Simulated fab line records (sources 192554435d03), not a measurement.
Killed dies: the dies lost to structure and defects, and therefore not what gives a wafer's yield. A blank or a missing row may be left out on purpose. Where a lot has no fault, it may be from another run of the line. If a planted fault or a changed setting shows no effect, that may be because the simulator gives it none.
Split-lot experiment    flow n5 finfet    on a route of 1938 steps: 7 lots, 21 wafers read

== ABOUT THE SPLIT ==
At N5_SDB_HM_DEP_00 (deposits SiNx from SiH4/NH3/N2, target thk 40 nm, time 35.3 s), the setting time s was moved away from the recipe's 35.3 s on 5 of the 21 wafers read, by -12.6% to +13.9%. The other wafers ran this setting at the recipe's value.

== FROM THE SPLIT TO THE READING: what the file shows between them, 10 steps ==
- N5_SDB_COAT_03: time 60 s, resist thk 100 nm
- N5_SDB_COAT_04: time 60 s, resist thk 18 nm
- N5_SDB_STRIP_19: strips in N2/H2
- N5_SDB_STRIP_21: strips in CF4
- N5_SDB_HM_OPEN_20: chemistry CH3F/O2, target SiNx, stops on poly-Si, target depth 24 nm
- N5_SDB_STRIP_22: strips in N2/H2
- N5_SDB_PRECLEAN_23: cleans in dHF, time 30 s
- N5_SDB_DUMMY_REMOVE_24: chemistry TMAH, target poly-Si, stops on SiO2, target depth 142 nm, time 57 s, rinse time 30 s
- N5_SDB_ETCH_25: etches SiO2 in C4F6/O2, target depth 10 nm, time 3.3 s
- N5_SDB_CUT_ETCH_26: etches Si in HBr/Cl2/O2, target depth 129.6 nm, bt time 20 s, time 51.8 s

== THE READING ==
SiNx_of_SDB_HM_DEP_00.thk nm (the simulator's own value, which no gauge read), in nm, at N5_SDB_PRECLEAN_38 (cleans in dHF, time 10 s). The file gives no usual value for it. Average 21.7 nm, standard deviation 0.73 nm, over the 16 wafers here run with the recipe.

wafer   tool, chamber at the split  time s as run, s  against the recipe  SiNx_of_SDB_HM_DEP_00.thk nm, nm  against lot-mates on the recipe
L077.1  pecvd-03, 0                 35.3              recipe              20.2                              -
L077.2  pecvd-03, 2                 35.3              recipe              20.4                              -
L077.4  pecvd-03, 1                 35.3              recipe              22.4                              -
L078.2  pecvd-04, 2                 40.19             +13.9%              26.2                              +4.6
L078.3  pecvd-04, 0                 40.19             +13.9%              26.4                              +4.8
L078.6  pecvd-04, 0                 35.3              recipe              21.6                              -
L079.2  pecvd-04, 2                 35.3              recipe              21.4                              -
L079.3  pecvd-04, 1                 30.86             -12.6%              16.4                              -5.7
L079.4  pecvd-04, 2                 35.3              recipe              22.8                              -
L087.1  pecvd-01, 2                 35.3              recipe              21.8                              -
L087.2  pecvd-01, 0                 35.3              recipe              21.4                              -
L087.6  pecvd-01, 0                 35.3              recipe              21.4                              -
L090.1  pecvd-01, 2                 35.3              recipe              21.4                              -
L090.5  pecvd-01, 2                 35.3              recipe              22.4                              -
L090.6  pecvd-01, 0                 35.3              recipe              21.2                              -
L092.1  pecvd-01, 1                 31.02             -12.1%              16.8                              -4.8
L092.5  pecvd-01, 0                 35.3              recipe              21.6                              -
L092.6  pecvd-01, 1                 31.02             -12.1%              17.4                              -4.2
L095.3  pecvd-01, 2,1               35.3              recipe              22.4                              -
L095.4  pecvd-01, 0                 35.3              recipe              22.8                              -
L095.5  pecvd-01, 2,1               35.3              recipe              21.6                              -
If several chambers appear in one row, that row covers several wafers at once and the file leaves open which wafer was in which chamber.

THE FIT
A straight line over all 21 wafers: SiNx_of_SDB_HM_DEP_00.thk nm changes by +0.364 nm for each +1% of time s; r = +0.96; the points scatter about the line by 0.7 nm.
The same after taking each lot's own level away (the mean of its wafers on the recipe; 21 wafers): +0.371 nm for each +1%; r = +0.97; scatter 0.61 nm.
That fit puts the effect of the largest move of time s on the reading at 5.1 nm.
Measured against the standard deviation above, the lots' own levels, which go from 21.00 to 22.27 nm, span 1.7 times it.
The two slopes agree, so the slope changes little with the lot-to-lot level.
Check: with one of the wafers moved furthest among these (+13.9%) left out of the fit, the line predicts +5.23 nm for it against its lot-mates. Against them it came out at +4.6 nm.

== OTHER SPLITS APPLIED TO THESE WAFERS ==
Before the reading, these wafers also passed through other splits. Each is held against what the fit with the lots' levels taken away leaves over:
other split on the same wafers         wafers away from the commonest value  r with SiNx_of_SDB_HM_DEP_00.thk nm (lot level and that fit taken away)
N5_FIN_SAQP_EXPOSE_13 dose mj          4                                     -0.10
N5_FIN_SAQP_SPACER1_ALD_24 ald cycles  3                                     -0.22
N5_DUMMY_GATE_PECVD_30 time s          4                                     +0.15
N5_SD_EPI_N_COAT_03 spin rpm           4                                     -0.29
N5_SD_EPI_N_DEVELOP_08 develop time s  4                                     +0.07

== THE WHOLE CHAIN: every reading that the file lists as answering this split, in the file's order ==
step                what it does                                                          reading                                                                        change (the file's fit)                r (the file's)
N5_SDB_HM_DEP_00    deposits SiNx from SiH4/NH3/N2, target thk 40 nm, time 35.3 s         SiNx_of_SDB_HM_DEP_00.thk nm (the simulator's own value, which no gauge read)  +0.373 nm for each +1% of the setting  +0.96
N5_SDB_HM_OPEN_20   chemistry CH3F/O2, target SiNx, stops on poly-Si, target depth 24 nm  etch.depth nm (the simulator's own value, which no gauge read)                 +0.374 nm for each +1% of the setting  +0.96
N5_SDB_ETCH_25      etches SiO2 in C4F6/O2, target depth 10 nm, time 3.3 s                SiNx_of_SDB_HM_DEP_00.thk nm (the simulator's own value, which no gauge read)  +0.375 nm for each +1% of the setting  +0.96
N5_SDB_PRECLEAN_38  cleans in dHF, time 10 s                                              SiNx_of_SDB_HM_DEP_00.thk nm (the simulator's own value, which no gauge read)  +0.385 nm for each +1% of the setting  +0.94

== THE FILE'S OWN FIT ==
SiNx_of_SDB_HM_DEP_00.thk nm changes by +0.385 nm for each +1% of time s, r = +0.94.
